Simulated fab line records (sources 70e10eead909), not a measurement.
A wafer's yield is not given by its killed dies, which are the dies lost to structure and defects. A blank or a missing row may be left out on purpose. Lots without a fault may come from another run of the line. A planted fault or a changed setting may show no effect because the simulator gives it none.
A single fault, viewed from 2 desks / flow nandHarc / numbers are kept per desk, each desk with only its own; the story behind them comes last

## THE DEFECT DESK
For each lot, the counts of the inspections along the route, averaged over the sampled wafers that have a number. The brackets show how far a lot's mean lies from the usual mean; more than 4 standard deviations puts the lot out of limits, marked OUT.
Columns: A = rawDefectCount at NHARC_A_CHANNEL_HOLE_D1_INSPECT_40, usual 72
lot=L391; first seen here=day 9 07:48; A=39
lot=L394; first seen here=day 10 16:20; A=43
lot=L395; first seen here=day 10 22:00; A=105
lot=L398; first seen here=day 12 00:13; A=41
lot=L399; first seen here=day 12 13:53; A=97
lot=L405; first seen here=day 14 18:28; A=842 (+30) OUT
lot=L407; first seen here=day 16 00:05; A=867 (+31) OUT
lot=L410; first seen here=day 17 15:46; A=39
lot=L413; first seen here=day 18 00:32; A=35
lot=L412; first seen here=day 18 02:28; A=63
This desk's verdict: out of limits on L405, L407, starting with L405 at day 14 18:28 (rawDefectCount at NHARC_A_CHANNEL_HOLE_D1_INSPECT_40). In limits: L391, L394, L395, L398, L399, L410, L413, L412.

## TOOL OWNER'S DESK, harEtch-01
The tool's own readings at NHARC_A_CHANNEL_HOLE_D1_ETCH_24 (etches the open film in C4F8/O2/Ar, time 906.2 s, target depth 1500 nm): means of the sampled wafers that have a number, for each lot that ran on this tool. The brackets show how far a lot's mean lies from the usual mean; more than 4 standard deviations puts the lot out of limits, marked OUT.
Columns: A = drypumpMotorCurrentA at NHARC_A_CHANNEL_HOLE_D1_ETCH_24, usual 5.83 A; B = showerheadPlenumPTorr at NHARC_A_CHANNEL_HOLE_D1_ETCH_24, usual 3.58 Torr; C = throttleValvePct at NHARC_A_CHANNEL_HOLE_D1_ETCH_24, usual 32.235 %
lot=L391; first seen here=day 9 04:12; A=5.78; B=3.57; C=32.241
lot=L394; first seen here=day 10 12:46; A=5.77; B=3.56; C=32.226
lot=L398; first seen here=day 11 20:39; A=5.93; B=3.52; C=32.241
lot=L405; first seen here=day 14 14:44; A=5.78; B=3.53; C=32.237
lot=L407; first seen here=day 15 20:38; A=5.91; B=3.49; C=32.231
lot=L412; first seen here=day 17 22:54; A=5.64; B=3.52; C=32.236
This desk's finding: nothing out of limits on any of the 6 lots.

## TAKEN TOGETHER
The defect desk could have raised an alarm at day 14 18:28, on L405, L407.
The tool owner's desk saw nothing out of limits.
On record at the tool owner's desk: L405, L407, within its limits.
The lots listed all ran NHARC_A_CHANNEL_HOLE_D1_ETCH_24 on harEtch-01.

## WHAT WAS PUT IN BY THE SIMULATOR
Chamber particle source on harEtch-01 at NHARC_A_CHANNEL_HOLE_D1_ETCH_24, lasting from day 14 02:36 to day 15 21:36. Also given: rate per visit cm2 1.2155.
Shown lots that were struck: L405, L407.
Hours from the fault's start to each desk's first reading out of limits: the defect desk, 16.
